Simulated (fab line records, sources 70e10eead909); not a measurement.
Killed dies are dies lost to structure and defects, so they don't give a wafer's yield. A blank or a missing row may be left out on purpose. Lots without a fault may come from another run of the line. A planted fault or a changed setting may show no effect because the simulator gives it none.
fab line records | flow nand_harc
record lots=14 wafers=40 last_day=33
route steps=1302 shown A_SLIT@924 A_WL_FILL@954 END@1302
lots that met no fault: from a run of the same line without faults
start_h: hours from the record's first day to the start of the lot's first wafer shown | wait_h: hours since the lot's step before | " the same as in the row above | L1.1+2: a row that stands for several wafers | - no value, or no start given | * or withheld: withheld | < > ~ a bound
route shown NAME@n: a module of which the file shows steps, and the number in the route of the first | usual: mean/standard deviation of fault-free wafers | same: alike in all rows | chamber/n: place in a boat | sites: the reading at each site | _std_site: their standard deviation | _edge_site: outer sites' mean less inner sites' | radius_mm: how far each site lies from the wafer's centre | mask NAME#n: copy n | behind: the tool/chamber that last shaped the wafer | hold: why the lot was held/for how many hours/how that ended | device: the transistor (n, p or np) that didn't switch | end of line: the same wafers' tests at the end of the route | a step without rows: its recipe alone | killed: dies lost to structure and defects at the first sort, not the wafer's yield | map: a wafer's dies, x killed, . not, _ none there
set.NAME: the setting as run; set.NAME@STEP: as run at that earlier step | model.NAME: the simulator's own value behind a step, which no gauge read
steps of the route over a sample of lots; a table a step, a row a wafer
services: from which hour (start_h, from the record's first day; less than 0 if before it) a tool's chamber was out of use, for how many hours, and why
## steps
# step NHARC_A_SLIT_DEP_23
# recipe target_thk_a=1000 target_thk_nm=100 temp_c=400 pressure_torr=3.5 flow_sccm=200 rf_w=350 material=SiON
# usual chamber_pressure_Torr=3.499/0.0081 heater_power_w=688/57
# columns lot.wafer tool chamber start_h wait_h chamber_pressure_Torr heater_power_w
L137.2 pecvd-04 2 448.06 2.5 3.500 653
L137.1 " 0 " " 3.505 642
L137.4 " 0 " " 3.503 641
L136.3 pecvd-03 2 449.32 1.9 3.496 686
L136.6 " 2 " " 3.490 673
L136.4 " 0 " " 3.495 787
L138.2 pecvd-03 2 469.24 2.6 3.506 646
L138.5 " 2 " " 3.500 633
L138.4 " 0 " " 3.495 800
L140.1 pecvd-03 1 480.19 3.2 3.499 641
L140.6 " 0 " " 3.496 774
L140.4 " 1 " " 3.506 677
L139.1 pecvd-04 1 481.19 3.2 3.492 718
L139.6 " 0 " " 3.501 677
L139.5 " 1 " " 3.503 742
L142.6 pecvd-03 0 495.84 0.1 3.505 785
L142.5 " 2 " " 3.504 591
L143.6 pecvd-03 0 521.44 0.1 3.508 685
L143.5 " 1 " " 3.509 656
L150.2 pecvd-02 1 585.38 2.5 3.496 708
L150.4 " 2 " " 3.489 716
L150.5 " 1 " " 3.500 701
L151.3 pecvd-04 0 585.58 1.9 3.518 680
L151.4 " 0 " " 3.510 678
L151.5 " 2 " " 3.503 643
L153.2 pecvd-04 2 616.41 2.5 3.495 629
L153.6 " 2 " " 3.497 628
L153.4 " 1 " " 3.500 755
L154.2 pecvd-03 0 628.36 2.5 3.500 776
L154.3 " 2 " " 3.497 708
L154.5 " 1 " " 3.500 679
L156.2 pecvd-02 1 638.29 2.6 3.508 664
L156.6 " 1 " " 3.511 693
L156.5 " 2 " " 3.511 692
L158.4 pecvd-04 1 672.06 1.4 3.507 822
L158.6 " 2 " " 3.488 693
L158.5 " 0 " " 3.496 644
L159.3 pecvd-02 0 675.34 2.0 3.513 622
L159.5 " 1 " " 3.500 679
L159.6 " 2 " " 3.499 705
# step NHARC_A_SLIT_OVL_MEAS_10
# usual overlay_x_nm=0.0/0.86 overlay_y_nm=0.1/0.87
# columns lot.wafer tool chamber start_h wait_h overlay_x_nm overlay_y_nm
L137.1 overlay-01 - 448.68 - 0.1 -0.3
L137.2 " - " " 0.5 -1.3
L137.4 " - " " 0.3 -0.6
L136.3 overlay-02 - 450.06 - -0.2 0.4
L136.4 " - " " -0.1 0.2
L136.6 " - " " -0.4 0.1
L138.2 overlay-01 - 469.97 - 2.1 0.2
L138.4 " - " " 1.8 0.5
L138.5 " - " " 1.5 0.5
L140.1 overlay-02 - 480.90 - 0.1 -0.1
L140.4 " - " " 0.3 -0.7
L140.6 " - " " 0.3 -0.2
L139.1 overlay-01 - 481.90 - -1.6 0.2
L139.5 " - " " -2.1 0.6
L139.6 " - " " -1.3 0.8
L142.5 overlay-02 - 496.40 - -0.3 0.2
L142.6 " - " " -0.2 0.4
L143.5 overlay-01 - 522.00 - -0.5 1.1
L143.6 " - " " 0.0 1.5
L150.2 overlay-02 - 586.19 - -0.8 0.4
L150.4 " - " " -0.3 0.4
L150.5 " - " " 0.3 0.3
L151.3 overlay-01 - 586.35 - 0.9 -0.9
L151.4 " - " " 0.2 0.3
L151.5 " - " " 1.2 -0.1
L153.2 overlay-02 - 617.17 - -0.1 -1.0
L153.4 " - " " 0.9 -0.7
L153.6 " - " " 0.1 -0.7
L154.2 overlay-02 - 629.12 - 0.2 1.5
L154.3 " - " " 0.2 1.7
L154.5 " - " " -0.1 1.9
L156.2 overlay-01 - 639.02 - 1.4 0.0
L156.5 " - " " 1.8 0.0
L156.6 " - " " 1.3 -0.5
L158.4 overlay-02 - 672.75 - -0.2 -0.7
L158.5 " - " " 0.0 0.0
L158.6 " - " " 0.6 -0.1
L159.3 overlay-02 - 675.93 - -0.2 0.5
L159.5 " - " " 0.3 0.4
L159.6 " - " " -0.2 0.2
# step NHARC_A_WL_FILL_ALD_02
# recipe target_thk_a=20 pulse_time_s=3 ald_cycles=100 temp_c=450 material=TiN
# usual heater_power_w=1112/110 precursor_pulse_height_rel=1.000/0.021
# columns lot.wafer tool chamber start_h wait_h heater_power_w precursor_pulse_height_rel
L137.1 ald_metal-04 0 462.30 0.2 1185 0.977
L137.2 " 1 " " 1094 0.959
L137.4 " 3 " " 992 1.005
L136.3 ald_metal-03 0 462.52 0.2 1301 0.960
L136.4 " 1 " " 1196 0.989
L136.6 " 3 " " 1138 0.993
L138.4 ald_metal-02 1 483.58 0.1 1309 0.992
L138.2 " 2 " " 1031 0.991
L138.5 " 0 " " 910 0.979
L139.1 ald_metal-03 0 494.39 0.2 1260 1.008
L139.6 " 0 " " 1230 1.000
L139.5 " 1 " " 1219 1.004
L140.4 ald_metal-04 1 494.42 0.1 1062 1.018
L140.1 " 3 " " 1029 1.033
L140.6 " 0 " " 1185 1.000
L142.6 ald_metal-02 2 510.32 0.2 1039 0.989
L142.5 " 3 " " 1103 1.006
L143.6 ald_metal-04 1 535.85 0.2 1073 1.008
L143.5 " 2 " " 989 0.973
L150.2 ald_metal-03 2 599.75 0.2 1063 0.983
L150.4 " 3 " " 1178 0.979
L150.5 " 3 " " 1166 1.018
L151.3 ald_metal-02 2 599.83 0.2 999 0.997
L151.4 " 3 " " 1093 1.001
L151.5 " 1 " " 1316 0.979
L153.2 ald_metal-03 0 631.39 0.2 1199 0.995
L153.4 " 1 " " 1194 1.015
L153.6 " 3 " " 1158 1.042
L154.2 ald_metal-03 0 645.60 0.2 1204 1.014
L154.3 " 2 " " 1075 1.002
L154.5 " 0 " " 1243 0.992
L156.2 ald_metal-03 2 655.21 0.3 1095 0.993
L156.5 " 3 " " 1155 1.001
L156.6 " 0 " " 1178 0.977
L158.4 ald_metal-02 0 686.18 0.2 944 0.964
L158.5 " 1 " " 1299 0.983
L158.6 " 2 " " 1053 1.008
L159.3 ald_metal-04 2 689.87 0.2 994 1.016
L159.6 " 0 " " 1221 1.033
L159.5 " 1 " " 1103 1.016
# step NHARC_A_WL_FILL_ETCHBACK_04
# recipe target_depth_a=600 time_s=120 chemistry=NF3
# usual drypump_motor_current_A=5.4/0.5 oes_product_au=1.000/0.011
# columns lot.wafer tool chamber start_h wait_h drypump_motor_current_A oes_product_au rf_hours_counter_h
L137.2 rie_metal-02 0 463.12 0.3 5.7 0.980 0.0
L137.1 " 1 " " 4.8 0.988 0.0
L137.4 " 0 " " 5.7 0.989 -
L136.4 rie_metal-01 0 463.44 0.3 5.7 1.000 -
L136.3 " 1 " " 5.0 1.006 -
L136.6 " 1 " " 5.0 1.004 -
L138.2 rie_metal-02 0 484.38 0.4 5.7 0.989 0.3
L138.4 " 1 " " 4.8 0.996 -
L138.5 " 0 " " 5.7 0.992 -
L140.1 rie_metal-03 0 495.19 0.3 5.0 1.021 2.6
L140.4 " 0 " " 5.0 1.010 -
L140.6 " 1 " " 6.1 1.010 -
L139.1 rie_metal-02 0 495.23 0.3 5.7 0.982 0.5
L139.6 " 1 " " 4.8 0.734 -
L139.5 " 0 " " 5.7 0.732 -
L142.5 rie_metal-02 1 511.12 0.3 4.8 0.743 -
L142.6 " 0 " " 5.7 0.728 -
L143.5 rie_metal-02 0 536.64 0.2 5.7 0.742 -
L143.6 " 1 " " 4.8 0.740 -
L150.2 rie_metal-03 0 600.55 0.3 5.0 1.015 1.3
L150.4 " 0 " " 5.0 1.008 -
L150.5 " 0 " " 5.0 1.011 -
L151.3 rie_metal-02 1 600.63 0.3 4.8 0.975 -
L151.4 " 0 " " 5.7 0.993 -
L151.5 " 1 " " 4.8 0.986 -
L153.2 rie_metal-01 0 632.13 0.3 5.7 1.020 0.4
L153.4 " 0 " " 5.7 1.012 -
L153.6 " 0 " " 5.7 1.007 -
L154.2 rie_metal-01 1 646.40 0.3 5.0 0.998 0.8
L154.3 " 0 " " 5.7 1.009 -
L154.5 " 0 " " 5.7 1.007 -
L156.2 rie_metal-03 0 655.91 0.3 5.0 1.001 2.3
L156.5 " 0 " " 5.0 1.002 -
L156.6 " 1 " " 6.1 0.989 -
L158.4 rie_metal-02 0 686.97 0.3 5.8 1.013 -
L158.5 " 1 " " 4.8 1.016 -
L158.6 " 0 " " 5.8 1.008 -
L159.3 rie_metal-03 0 690.68 0.2 5.0 1.008 -
L159.6 " 0 " " 5.0 1.007 -
L159.5 " 1 " " 6.1 0.991 -
# step NHARC_END_SORT_01
# recipe temp_c=25
# usual killed_at_array=49/18 killed_at_other=0.7/1.1 killed_at_periphery=4.0/2.6 killed_dies=54/19 killed_open=3.4/1.7 killed_short=2.5/1.7
# same gross_dies=677
# columns lot.wafer tool chamber start_h wait_h killed_at_array killed_at_other killed_at_periphery killed_dies killed_open killed_short
L139.1 prober-01 0 590.29 2.5 46 2 0 48 3 2
L139.5 prober-01 0 593.54 3.8 674 0 3 677 8 1
L139.6 prober-01 0 594.35 4.1 673 1 3 677 3 6
L142.5 prober-02 0 605.84 3.7 674 0 3 677 6 1
L142.6 prober-02 0 606.63 4.0 673 0 4 677 2 1
L143.5 prober-02 0 633.89 3.7 671 1 5 677 2 1
L143.6 prober-02 0 634.70 4.0 671 1 5 677 4 1
# killed by level:class
L139.1 A_SLIT:chamber_film_flake=23 A_CHANNEL_HOLE_D2:chamber_film_flake=6 A_STAIRCASE:chamber_film_flake=6 A_CONTACT:chamber_film_flake=5 THIN_TSV:chamber_film_flake=2 A_SOURCE_PLATE:geometric_particle:short=1 A_CHANNEL_FILL_D1:geometric_particle:open=1 A_SGD_CUT:geometric_particle:short=1
L139.5 A_WL_FILL:area_etchback=628 A_SLIT:chamber_film_flake=28 A_STAIRCASE:chamber_film_flake=5 A_WL_FILL:geometric_particle:open=2 A_BLC:geometric_particle:open=2 A_DECK1_JOINT:chamber_film_flake=2 P_GATE:geometric_particle:open=1 P_CONTACT:geometric_particle:open=1
L139.6 A_WL_FILL:area_etchback=634 A_SLIT:chamber_film_flake=18 A_CHANNEL_HOLE_D2:chamber_film_flake=6 A_DECK1_JOINT:geometric_particle:short=2 A_CHANNEL_HOLE_D1:chamber_film_flake=2 A_CHANNEL_FILL_D2:chamber_film_flake=2 A_CONTACT:chamber_film_flake=2 P_GATE:geometric_particle:short=1
L142.5 A_WL_FILL:area_etchback=616 A_SLIT:chamber_film_flake=25 A_CHANNEL_HOLE_D1:chamber_film_flake=9 A_CHANNEL_HOLE_D2:chamber_film_flake=7 A_DECK1_JOINT:chamber_film_flake=4 A_CONTACT:chamber_film_flake=4 A_STAIRCASE:chamber_film_flake=3 P_CONTACT:geometric_particle:open=1
L142.6 A_WL_FILL:area_etchback=610 A_CHANNEL_HOLE_D1:chamber_film_flake=29 A_SLIT:chamber_film_flake=19 A_CHANNEL_HOLE_D2:chamber_film_flake=8 A_CHANNEL_FILL_D1:chamber_film_flake=2 A_DECK1_JOINT:chamber_film_flake=2 A_CONTACT:chamber_film_flake=2 P_M2:geometric_particle:open=1
L143.5 A_WL_FILL:area_etchback=611 A_CHANNEL_HOLE_D1:chamber_film_flake=22 A_SLIT:chamber_film_flake=21 A_CHANNEL_HOLE_D2:chamber_film_flake=12 P_ZERO_WELL:chamber_film_flake=3 A_BONDPAD:chamber_film_flake=2 P_CONTACT:geometric_particle:open=1 A_DECK1_JOINT:geometric_particle:short=1
L143.6 A_WL_FILL:area_etchback=594 A_CHANNEL_HOLE_D2:chamber_film_flake=33 A_SLIT:chamber_film_flake=25 A_CHANNEL_HOLE_D1:chamber_film_flake=12 P_M0:geometric_particle:open=2 A_STAIRCASE:chamber_film_flake=2 A_BONDPAD:chamber_film_flake=2 P_M2:geometric_particle:short=1
## services
# columns tool chamber start_h hours kind
ald_metal-02 - 432.13 10.0 pm
pecvd-04 - 438.16 3.1 repair
pecvd-04 - 450.00 13.0 pm
rie_metal-02 - 454.00 9.0 pm
ald_metal-04 - 474.00 10.0 pm
rie_metal-02 - 503.05 0.7 repair
ald_metal-02 - 514.16 1.4 repair
rie_metal-03 - 519.00 9.0 pm
rie_metal-02 - 530.85 0.4 repair
pecvd-02 - 531.01 1.8 repair
pecvd-03 - 547.09 13.0 pm
ald_metal-03 - 561.31 0.4 repair
ald_metal-03 - 568.00 10.0 pm
rie_metal-01 - 575.00 9.0 pm
ald_metal-02 1 609.66 25.8 repair
ald_metal-02 - 610.13 10.0 pm
pecvd-04 - 631.00 13.0 pm
rie_metal-02 - 631.00 9.0 pm
ald_metal-04 - 652.00 10.0 pm
ald_metal-03 - 652.12 0.4 repair
pecvd-03 2 652.42 10.0 repair
pecvd-03 - 664.78 1.5 repair
pecvd-04 0 674.37 6.7 repair
ald_metal-04 0 674.61 1.9 repair
## key
first_sign step=NHARC_A_WL_FILL_ETCHBACK_04 reading=oes_product_au direction=down sigmas=24 usual=1.000 struck=0.737
effect step=NHARC_END_SORT_01 reading=killed_at_array direction=up sigmas=34 usual=49 struck=673
more_kills_born_at NHARC_A_WL_FILL_ETCHBACK_04@rie_metal-02=3693
met_at NHARC_A_WL_FILL_ETCHBACK_04
struck_lots L139,L142,L143
struck_wafers L139.5,L139.6,L142.5,L142.6,L143.5,L143.6
later_rows_left_out L139.5,L139.6,L142.5,L142.6,L143.5,L143.6
tester_left_out L139,L142,L143
not_acting_at NHARC_A_SLIT_DEP_23,NHARC_A_SLIT_OVL_MEAS_10,NHARC_A_WL_FILL_ALD_02
onset_between 484.38 495.23
fault kind=process_parameter_drift tool=rie_metal-02 chamber=- onset_h=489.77 steps=NHARC_A_WL_FILL_ETCHBACK_04 channel=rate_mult offset=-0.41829 shape=step end_h=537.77 scope=struck_wafers_only
# tester_left_out: of these lots the tester's yield and bins aren't shown, on N5 and GAA mostly nor the transistor test; their killed dies are dies lost to structure and defects alone, not to doping, threshold or leakage, so they don't give the yield
# later_rows_left_out: the simulator's readings of these wafers behind a module that went badly wrong aren't trusted and aren't shown, but for the sort
